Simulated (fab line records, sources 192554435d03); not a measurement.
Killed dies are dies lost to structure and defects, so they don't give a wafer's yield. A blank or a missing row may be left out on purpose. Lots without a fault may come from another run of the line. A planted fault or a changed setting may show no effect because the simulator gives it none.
fab line records | flow n5_finfet | part 1 of 2: steps 1 to 20 of 26
record lots=5 wafers=15 last_day=18
route steps=1938 shown BEOL_M3@946
lots that met no fault: from a run of the same line without faults
start_h: hours from the record's first day to the start of the lot's first wafer shown | wait_h: hours since the lot's step before | " the same as in the row above | L1.1+2: a row that stands for several wafers | - no value, or no start given | * or withheld: withheld | < > ~ a bound
route shown NAME@n: a module of which the file shows steps, and the number in the route of the first | usual: mean/standard deviation of fault-free wafers | same: alike in all rows | chamber/n: place in a boat | sites: the reading at each site | _std_site: their standard deviation | _edge_site: outer sites' mean less inner sites' | radius_mm: how far each site lies from the wafer's centre | mask NAME#n: copy n | behind: the tool/chamber that last shaped the wafer | hold: why the lot was held/for how many hours/how that ended | device: the transistor (n, p or np) that didn't switch | end of line: the same wafers' tests at the end of the route | a step without rows: its recipe alone | killed: dies lost to structure and defects at the first sort, not the wafer's yield | map: a wafer's dies, x killed, . not, _ none there
set.NAME: the setting as run; set.NAME@STEP: as run at that earlier step | model.NAME: the simulator's own value behind a step, which no gauge read
lots at some steps of the route; a table a step, a row a wafer
services: from which hour (start_h, from the record's first day; less than 0 if before it) a tool's chamber was out of use, for how many hours, and why
## steps
# step N5_BEOL_M3_INSPECT_13
# recipe mode=adi inspect_instrument=brightfield
# usual raw_defect_count=396/86
# columns lot.wafer tool chamber start_h wait_h raw_defect_count
L079.1 defect_inspect-02 - 177.93 0.1 388
L079.5 " - " " 381
L079.6 " - " " 385
L083.3 defect_inspect-02 - 190.71 0.0 447
L083.4 " - " " 378
L083.6 " - " " 308
L087.2 defect_inspect-01 - 231.91 0.0 256
L087.3 " - " " 254
L087.4 " - " " 317
L095.2 defect_inspect-02 - 275.19 0.0 527
L095.4 " - " " 504
L095.5 " - " " 454
L097.2 defect_inspect-01 - 283.71 0.0 306
L097.3 " - " " 317
L097.5 " - " " 347
# step N5_BEOL_M3_DESCUM_16
# recipe chemistry=O2 time_s=7 source_power_w=50 bias_power_w=20 pressure_mtorr=20 rf_frequency_hz=2.712e+07 temp_c=40 resist=CAR-EUV o2_flow_sccm=225
# usual drypump_motor_current_A=5.7/0.54 oes_product_au=0.84/0.093 rf_vpp_V=244.1/1.3 showerhead_plenum_p_Torr=2.15/0.07 throttle_valve_pct=20.33/0.25
# columns lot.wafer tool chamber start_h wait_h drypump_motor_current_A oes_product_au rf_hours_counter_h rf_vpp_V showerhead_plenum_p_Torr throttle_valve_pct
L079.1 rie_diel-04 3 178.07 0.1 5.5 0.91 20 245.8 2.13 19.97
L079.5 " 1 " " 4.7 0.70 - 243.9 2.15 20.22
L079.6 " 0 " " 6.4 0.89 - 244.3 2.14 20.65
L083.3 rie_diel-04 0 190.83 0.1 6.4 0.88 41 244.9 2.14 20.68
L083.4 " 3 " " 5.5 0.90 - 242.5 2.12 19.98
L083.6 " 2 " " 5.4 0.89 - 244.6 2.22 20.22
L087.2 rie_diel-06 2 232.27 0.4 5.4 0.87 31 242.7 2.05 19.93
L087.3 " 1 " " 6.8 0.68 223 244.8 2.14 20.54
L087.4 " 3 " " 6.0 0.75 158 243.6 2.09 20.28
L095.2 rie_diel-03 2 275.27 0.1 5.1 0.96 2 244.6 2.25 20.20
L095.4 " 3 " " 6.2 0.86 44 245.7 2.22 20.45
L095.5 " 3 " " 6.2 0.86 - 244.6 2.22 20.48
L097.2 rie_diel-06 1 283.92 0.2 6.7 0.67 240 244.7 2.14 20.59
L097.3 " 3 " " 6.0 0.75 176 244.2 2.09 20.27
L097.5 " 2 " " 5.5 0.86 - 243.8 2.04 19.96
# step N5_BEOL_M3_ETCH_74
# recipe chemistry=N2/H2 target=underlayer target_depth_a=65 mask_material=CAR-EUV time_s=5.2 ion_energy_ev=200 pressure_mtorr=30 source_w=840 bias_w=150 n2_flow_sccm=200 h2_flow_sccm=200 ends=cleared
# usual drypump_motor_current_A=5.7/0.55 etch_rf_on_time_s=5.14/0.092 h2_flow_sccm=200.0/0.67 oes_product_au=0.72/0.078 rf_vpp_V=525.9/2.6 showerhead_plenum_p_Torr=2.62/0.085 throttle_valve_pct=17.77/0.25
# columns lot.wafer tool chamber start_h wait_h drypump_motor_current_A etch_rf_on_time_s h2_flow_sccm oes_product_au rf_hours_counter_h rf_vpp_V showerhead_plenum_p_Torr throttle_valve_pct
L079.1 rie_diel-04 3 178.11 0.0 5.5 5.04 199.0 0.77 20 525.7 2.61 17.47
L079.5 " 1 " " 4.7 5.08 199.7 0.60 - 526.8 2.61 17.79
L079.6 " 0 " " 6.4 4.99 201.0 0.75 - 523.5 2.58 17.94
L083.3 rie_diel-04 0 190.86 0.0 6.4 5.08 199.3 0.74 41 527.2 2.58 17.95
L083.4 " 3 " " 5.5 5.09 200.4 0.76 - 523.8 2.61 17.49
L083.6 " 2 " " 5.4 5.06 199.4 0.77 - 530.2 2.70 17.73
L087.2 rie_diel-06 2 232.30 0.0 5.5 5.09 199.5 0.76 31 523.5 2.50 17.42
L087.3 " 1 " " 6.8 5.26 200.5 0.60 223 524.8 2.63 18.27
L087.4 " 3 " " 6.0 5.08 199.7 0.65 158 522.2 2.55 17.75
L095.2 rie_diel-03 2 275.31 0.0 5.1 5.03 201.2 0.82 2 529.9 2.71 17.51
L095.4 " 3 " " 6.2 5.16 200.5 0.73 44 527.3 2.71 17.92
L095.5 " 3 " " 6.2 5.07 201.1 0.73 - 527.7 2.71 17.91
L097.2 rie_diel-06 1 283.95 0.0 6.8 5.27 199.9 0.57 240 524.2 2.62 18.27
L097.3 " 3 " " 5.9 5.10 199.8 0.64 176 525.0 2.54 17.82
L097.5 " 2 " " 5.5 5.08 199.3 0.73 - 522.7 2.50 17.43
# step N5_BEOL_M3_ETCH_63
# recipe chemistry=CF4 target=SiARC target_depth_a=156 mask_material=CAR-EUV time_s=26 ion_energy_ev=80 pressure_mtorr=40 source_w=545 bias_w=36 Ar_flow_sccm=100 cf4_flow_sccm=100 ends=cleared
# usual drypump_motor_current_A=5.7/0.55 etch_rf_on_time_s=25.6/0.49 oes_product_au=0.72/0.078 rf_vpp_V=184.7/1.2 showerhead_plenum_p_Torr=2.20/0.067 throttle_valve_pct=15.48/0.23
# columns lot.wafer tool chamber start_h wait_h drypump_motor_current_A etch_rf_on_time_s oes_product_au rf_hours_counter_h rf_vpp_V showerhead_plenum_p_Torr throttle_valve_pct
L079.1 rie_diel-04 3 178.12 0.0 5.5 25.7 0.76 20 185.1 2.19 15.21
L079.5 " 1 " " 4.7 25.9 0.60 - 183.7 2.20 15.46
L079.6 " 0 " " 6.5 25.5 0.75 - 183.7 2.17 15.66
L083.3 rie_diel-04 0 190.88 0.0 6.4 25.1 0.74 41 185.3 2.17 15.65
L083.4 " 3 " " 5.5 25.8 0.76 - 184.3 2.19 15.23
L083.6 " 2 " " 5.4 25.4 0.77 - 185.5 2.27 15.38
L087.2 rie_diel-06 2 232.32 0.0 5.5 25.5 0.75 31 185.5 2.11 15.15
L087.3 " 1 " " 6.7 26.1 0.59 223 185.5 2.20 15.88
L087.4 " 3 " " 6.0 25.9 0.65 158 184.7 2.14 15.54
L095.2 rie_diel-03 2 275.33 0.0 5.1 25.3 0.83 2 185.7 2.29 15.40
L095.4 " 3 " " 6.2 25.5 0.72 44 185.4 2.27 15.58
L095.5 " 3 " " 6.2 25.5 0.73 - 185.5 2.27 15.58
L097.2 rie_diel-06 1 283.97 0.0 6.7 26.2 0.58 240 184.9 2.19 15.89
L097.3 " 3 " " 6.0 25.5 0.64 176 184.1 2.14 15.58
L097.5 " 2 " " 5.5 25.4 0.74 - 184.3 2.10 15.17
# step N5_BEOL_M3_ETCH_64
# recipe chemistry=N2/H2 target=SOC target_depth_a=750 overetch_a=150 mask_material=SiARC temp_c=40 time_s=112.5 ion_energy_ev=200 pressure_mtorr=30 source_w=840 bias_w=150 n2_flow_sccm=200 h2_flow_sccm=200
# usual drypump_motor_current_A=5.7/0.55 h2_flow_sccm=200.1/0.6 oes_product_au=0.66/0.067 rf_vpp_V=525.8/2.6 showerhead_plenum_p_Torr=2.62/0.085 throttle_valve_pct=17.73/0.26
# columns lot.wafer tool chamber start_h wait_h drypump_motor_current_A h2_flow_sccm oes_product_au rf_hours_counter_h rf_vpp_V showerhead_plenum_p_Torr throttle_valve_pct
L079.1 rie_diel-04 3 178.15 0.0 5.5 199.1 0.70 20 527.2 2.61 17.45
L079.5 " 1 " " 4.7 200.0 0.55 - 524.6 2.61 17.73
L079.6 " 0 " " 6.4 199.7 0.68 - 525.6 2.58 17.87
L083.3 rie_diel-04 0 190.91 0.0 6.5 200.0 0.68 41 525.5 2.58 17.88
L083.4 " 3 " " 5.5 199.8 0.69 - 524.6 2.61 17.45
L083.6 " 2 " " 5.4 200.0 0.70 - 528.3 2.70 17.65
L087.2 rie_diel-06 2 232.35 0.0 5.4 199.8 0.68 31 521.6 2.50 17.38
L087.3 " 1 " " 6.8 200.5 0.54 223 527.3 2.63 18.22
L087.4 " 3 " " 6.0 199.7 0.61 158 524.4 2.55 17.73
L095.2 rie_diel-03 2 275.35 0.0 5.1 198.9 0.75 2 526.8 2.71 17.45
L095.4 " 3 " " 6.2 199.0 0.67 44 528.5 2.71 17.86
L095.5 " 3 " " 6.2 200.0 0.67 - 527.3 2.71 17.89
L097.2 rie_diel-06 1 284.00 0.0 6.8 199.8 0.53 240 525.4 2.62 18.24
L097.3 " 3 " " 5.9 199.6 0.59 176 524.0 2.54 17.76
L097.5 " 2 " " 5.5 199.6 0.67 - 522.4 2.50 17.41
# step N5_BEOL_M3_STRIP_65
# recipe chemistry=N2/H2 temp_c=40 n2_flow_sccm=200 h2_flow_sccm=200 rf_frequency_hz=6e+07
# columns lot.wafer tool chamber start_h wait_h
L079.1+5+6 rie_diel-04 3,1,0 178.26 0.1
L083.3+4+6 rie_diel-04 0,3,2 191.02 0.1
L087.2+3+4 rie_diel-06 2,1,3 232.45 0.1
L095.2+4+5 rie_diel-03 2,3,3 275.46 0.1
L097.2+3+5 rie_diel-06 1,3,2 284.10 0.1
# step N5_BEOL_M3_STRIP_75
# recipe chemistry=N2/H2 temp_c=40 n2_flow_sccm=200 h2_flow_sccm=200 rf_frequency_hz=6e+07
# columns lot.wafer tool chamber start_h wait_h
L079.1+5+6 rie_diel-04 3,1,0 178.27 0.0
L083.3+4+6 rie_diel-04 0,3,2 191.03 0.0
L087.2+3+4 rie_diel-06 2,1,3 232.46 0.0
L095.2+4+5 rie_diel-03 2,3,3 275.47 0.0
L097.2+3+5 rie_diel-06 1,3,2 284.11 0.0
# step N5_BEOL_M3_STRIP_66
# recipe chemistry=CF4 resist=SiARC power_w=300 bias_power_w=75 pressure_mtorr=50 cf4_flow_sccm=150 rf_frequency_hz=6e+07
# usual drypump_motor_current_A=5.7/0.55 oes_product_au=0.83/0.084 rf_vpp_V=272.2/1.6 showerhead_plenum_p_Torr=1.84/0.055 throttle_valve_pct=13.44/0.26
# columns lot.wafer tool chamber start_h wait_h drypump_motor_current_A oes_product_au rf_hours_counter_h rf_vpp_V showerhead_plenum_p_Torr throttle_valve_pct
L079.1 rie_diel-04 3 178.28 0.0 5.5 0.88 20 271.0 1.82 13.14
L079.5 " 1 " " 4.7 0.69 - 271.9 1.83 13.45
L079.6 " 0 " " 6.4 0.85 - 271.4 1.82 13.59
L083.3 rie_diel-04 0 191.04 0.0 6.4 0.86 41 269.6 1.82 13.61
L083.4 " 3 " " 5.5 0.87 - 272.0 1.82 13.15
L083.6 " 2 " " 5.4 0.88 - 274.3 1.89 13.32
L087.2 rie_diel-06 2 232.47 0.0 5.5 0.86 31 269.9 1.76 13.12
L087.3 " 1 " " 6.8 0.68 223 272.5 1.85 13.89
L087.4 " 3 " " 6.0 0.75 158 270.8 1.80 13.53
L095.2 rie_diel-03 2 275.48 0.0 5.1 0.93 2 273.0 1.92 13.34
L095.4 " 3 " " 6.2 0.84 44 273.7 1.89 13.50
L095.5 " 3 " " 6.2 0.84 - 274.4 1.89 13.53
L097.2 rie_diel-06 1 284.12 0.0 6.7 0.68 240 272.0 1.84 13.92
L097.3 " 3 " " 6.0 0.74 176 273.4 1.79 13.58
L097.5 " 2 " " 5.5 0.83 - 270.8 1.76 13.16
# step N5_BEOL_M3_HM_OPEN_17
# recipe chemistry=Cl2/BCl3 target_depth_a=200 overetch_a=60 target=TiN mask_material=SOC ion_energy_ev=150 pressure_mtorr=10 icp_w=1000 bias_w=126 Cl2_flow_sccm=53.25 bcl3_flow_sccm=21.75 Ar_flow_sccm=25
# usual drypump_motor_current_A=5.9/0.5 oes_product_au=0.67/0.087 throttle_valve_pct=22.11/0.077
# columns lot.wafer tool chamber start_h wait_h drypump_motor_current_A oes_product_au rf_hours_counter_h throttle_valve_pct
L079.1 rie_metal-02 1 178.32 0.0 5.0 0.76 7 22.19
L079.5 " 1 " " 5.0 0.76 - 22.17
L079.6 " 0 " " 6.0 0.81 - 22.11
L083.3 rie_metal-02 1 191.11 0.1 5.0 0.76 - 22.19
L083.4 " 0 " " 6.0 0.80 - 22.10
L083.6 " 0 " " 6.0 0.80 - 22.11
L087.2 rie_metal-03 0 232.51 0.0 5.6 0.53 120 22.13
L087.3 " 1 " " 5.6 0.64 - 21.97
L087.4 " 0 " " 5.6 0.52 - 22.12
L095.2 rie_metal-02 1 275.52 0.0 5.0 0.74 16 22.18
L095.4 " 0 " " 5.9 0.76 - 22.12
L095.5 " 1 " " 5.1 0.72 - 22.19
L097.2 rie_metal-01 0 284.16 0.0 6.7 0.73 18 22.14
L097.3 " 0 " " 6.7 0.73 - 22.15
L097.5 " 0 " " 6.7 0.73 - 22.13
# step N5_BEOL_M3_STRIP_19
# recipe chemistry=O2 power_w=400 temp_c=40 pressure_mtorr=30 rf_frequency_hz=6e+07 bias_power_w=0 overash_fraction=0.2 o2_flow_sccm=225
# usual drypump_motor_current_A=5.8/0.54 oes_product_au=0.83/0.098 rf_vpp_V=3.7/0.44 showerhead_plenum_p_Torr=2.15/0.074 throttle_valve_pct=16.57/0.25
# columns lot.wafer tool chamber start_h wait_h drypump_motor_current_A oes_product_au rf_hours_counter_h rf_vpp_V showerhead_plenum_p_Torr throttle_valve_pct
L079.1 rie_diel-06 2 178.43 0.1 5.5 0.91 15 3.4 2.06 16.15
L079.5 " 1 " " 6.7 0.68 - 3.7 2.15 16.82
L079.6 " 2 " " 5.5 0.92 - 4.5 2.06 16.16
L083.3 rie_diel-03 0 191.31 0.2 5.9 0.96 12 3.9 2.23 16.31
L083.4 " 3 " " 6.2 0.90 18 2.9 2.24 16.63
L083.6 " 0 " " 5.9 0.96 - 4.0 2.23 16.30
L087.2 rie_diel-03 3 232.64 0.1 6.2 0.88 30 3.5 2.23 16.64
L087.3 " 2 " " 5.1 0.68 244 3.1 1.99 16.94
L087.4 " 2 " " 5.1 0.69 - 3.4 1.99 16.94
L095.2 rie_diel-06 2 275.86 0.3 5.5 0.85 44 3.6 2.05 16.22
L095.4 " 3 " " 6.0 0.75 171 2.7 2.09 16.61
L095.5 " 1 " " 6.8 0.66 - 4.0 2.14 16.87
L097.2 rie_diel-04 3 284.27 0.1 5.5 0.84 54 3.9 2.12 16.28
L097.3 " 1 " " 4.7 0.90 22 4.3 2.15 16.14
L097.5 " 1 " " 4.7 0.90 - 3.6 2.15 16.12
# step N5_BEOL_M3_CD_MEAS_18
# recipe pitch_nm=36 target_cd_nm=18
# usual cd_nm=18.0/0.36
# columns lot.wafer tool chamber start_h wait_h cd_nm
L079.1 cd_sem-02 - 178.50 0.0 17.6
L079.5 " - " " 17.6
L079.6 " - " " 18.0
L083.3 cd_sem-03 - 191.38 0.1 18.1
L083.4 " - " " 17.5
L083.6 " - " " 17.9
L087.2 cd_sem-02 - 232.71 0.1 17.6
L087.3 " - " " 17.8
L087.4 " - " " 18.2
L095.2 cd_sem-01 - 275.93 0.1 18.1
L095.4 " - " " 18.6
L095.5 " - " " 18.6
L097.2 cd_sem-01 - 284.35 0.1 18.0
L097.3 " - " " 17.8
L097.5 " - " " 18.1
# step N5_BEOL_M3_COAT_67
# recipe resist=SOC temp_c=250 time_s=60 spin_rpm=1500 resist_thk_nm=60
# usual heater_power_total_W=500.4/1.8
# columns lot.wafer tool chamber start_h wait_h heater_power_total_W
L079.1 litho_track-03 0 178.53 0.0 503.0
L079.5 " 0 " " 500.5
L079.6 " 0 " " 502.6
L083.3 litho_track-01 0 191.42 0.0 501.9
L083.4 " 0 " " 502.2
L083.6 " 0 " " 503.3
L087.2 litho_track-03 0 232.75 0.0 502.5
L087.3 " 0 " " 501.9
L087.4 " 0 " " 502.4
L095.2 litho_track-02 0 275.96 0.0 503.1
L095.4 " 0 " " 499.3
L095.5 " 0 " " 499.9
L097.2 litho_track-02 0 284.38 0.0 502.2
L097.3 " 0 " " 503.1
L097.5 " 0 " " 503.1
# step N5_BEOL_M3_COAT_68
# recipe resist=SiARC temp_c=220 time_s=60 spin_rpm=1500 resist_thk_nm=12
# usual heater_power_total_W=427.6/2.1
# columns lot.wafer tool chamber start_h wait_h heater_power_total_W
L079.1 litho_track-03 0 - - 431.0
L079.5 " 0 " " 426.0
L079.6 " 0 " " 429.3
L083.3 litho_track-01 0 - - 424.6
L083.4 " 0 " " 428.0
L083.6 " 0 " " 425.0
L087.2 litho_track-03 0 - - 429.2
L087.3 " 0 " " 430.4
L087.4 " 0 " " 427.6
L095.2 litho_track-02 0 - - 426.8
L095.4 " 0 " " 430.5
L095.5 " 0 " " 425.7
L097.2 litho_track-02 0 - - 424.5
L097.3 " 0 " " 429.5
L097.5 " 0 " " 425.8
# step N5_BEOL_M3_COAT_76
# recipe resist=underlayer temp_c=205 time_s=60 spin_rpm=1500 resist_thk_nm=5
# usual heater_power_total_W=391.8/1.3
# columns lot.wafer tool chamber start_h wait_h heater_power_total_W
L079.1 litho_track-03 0 - - 392.9
L079.5 " 0 " " 391.2
L079.6 " 0 " " 391.5
L083.3 litho_track-01 0 - - 392.0
L083.4 " 0 " " 392.7
L083.6 " 0 " " 393.4
L087.2 litho_track-03 0 - - 393.0
L087.3 " 0 " " 392.6
L087.4 " 0 " " 393.5
L095.2 litho_track-02 0 - - 393.3
L095.4 " 0 " " 393.3
L095.5 " 0 " " 392.9
L097.2 litho_track-02 0 - - 393.3
L097.3 " 0 " " 390.4
L097.5 " 0 " " 393.2
# step N5_BEOL_M3_COAT_22
# recipe resist=CAR-EUV spin_rpm=1500 resist_thk_nm=30
# columns lot.wafer tool chamber start_h wait_h
L079.1+5+6 litho_track-03 0 - -
L083.3+4+6 litho_track-01 0 - -
L087.2+3+4 litho_track-03 0 - -
L095.2+4+5 litho_track-02 0 - -
L097.2+3+5 litho_track-02 0 - -
# step N5_BEOL_M3_EBR_24
# recipe solvent=PGMEA ebr_width_mm=1.5
# columns lot.wafer tool chamber start_h wait_h
L079.1+5+6 litho_track-03 0 - -
L083.3+4+6 litho_track-01 0 - -
L087.2+3+4 litho_track-03 0 - -
L095.2+4+5 litho_track-02 0 - -
L097.2+3+5 litho_track-02 0 - -
# step N5_BEOL_M3_SOFTBAKE_23
# recipe temp_c=110 time_s=60 resist=CAR-EUV
# usual heater_power_total_W=175.2/1.6
# columns lot.wafer tool chamber start_h wait_h heater_power_total_W
L079.1 litho_track-03 0 - - 177.1
L079.5 " 0 " " 173.9
L079.6 " 0 " " 177.7
L083.3 litho_track-01 0 - - 174.2
L083.4 " 0 " " 177.4
L083.6 " 0 " " 175.2
L087.2 litho_track-03 0 - - 176.8
L087.3 " 0 " " 173.5
L087.4 " 0 " " 173.7
L095.2 litho_track-02 0 - - 174.4
L095.4 " 0 " " 175.0
L095.5 " 0 " " 173.2
L097.2 litho_track-02 0 - - 176.0
L097.3 " 0 " " 174.4
L097.5 " 0 " " 176.4
# step N5_BEOL_M3_EXPOSE_25
# recipe mask_id=V2 na=0.33 source_shape=quasar sigma_inner=0.2 sigma_outer=0.8 polarization=unpolarized defocus_nm=5 dose_mj=63
# columns lot.wafer tool chamber start_h wait_h mask
L079.1+5+6 euv_scanner-01 0 178.67 - V2#0
L083.3+4+6 euv_scanner-01 0 191.57 - V2#0
L087.2+3+4 euv_scanner-01 0 233.02 - V2#0
L095.2+4+5 euv_scanner-01 0 276.24 - V2#0
L097.2+3+5 euv_scanner-02 0 284.65 - V2#0
# step N5_BEOL_M3_PEB_26
# recipe peb_temp_c=100 peb_time_s=60 resist=CAR-EUV
# usual heater_power_total_W=154.1/1.1
# same peb_time_s=60
# columns lot.wafer tool chamber start_h wait_h heater_power_total_W
L079.1 litho_track-02 0 178.75 0.1 155.6
L079.5 " 0 " " 155.2
L079.6 " 0 " " 153.1
L083.3 litho_track-02 0 191.63 0.1 154.1
L083.4 " 0 " " 155.4
L083.6 " 0 " " 153.8
L087.2 litho_track-01 0 233.09 0.1 155.5
L087.3 " 0 " " 155.2
L087.4 " 0 " " 153.6
L095.2 litho_track-01 0 276.31 0.1 155.6
L095.4 " 0 " " 152.4
L095.5 " 0 " " 155.0
L097.2 litho_track-01 0 284.72 0.1 152.7
L097.3 " 0 " " 155.4
L097.5 " 0 " " 154.7
# step N5_BEOL_M3_DEVELOP_27
# recipe develop_time_s=30 developer=TMAH resist=CAR-EUV rinse_liquid=surfactant_rinse dry=air_spin dev_temp_c=23
# columns lot.wafer tool chamber start_h wait_h
L079.1+5+6 litho_track-02 0 - -
L083.3+4+6 litho_track-02 0 - -
L087.2+3+4 litho_track-01 0 - -
L095.2+4+5 litho_track-01 0 - -
L097.2+3+5 litho_track-01 0 - -
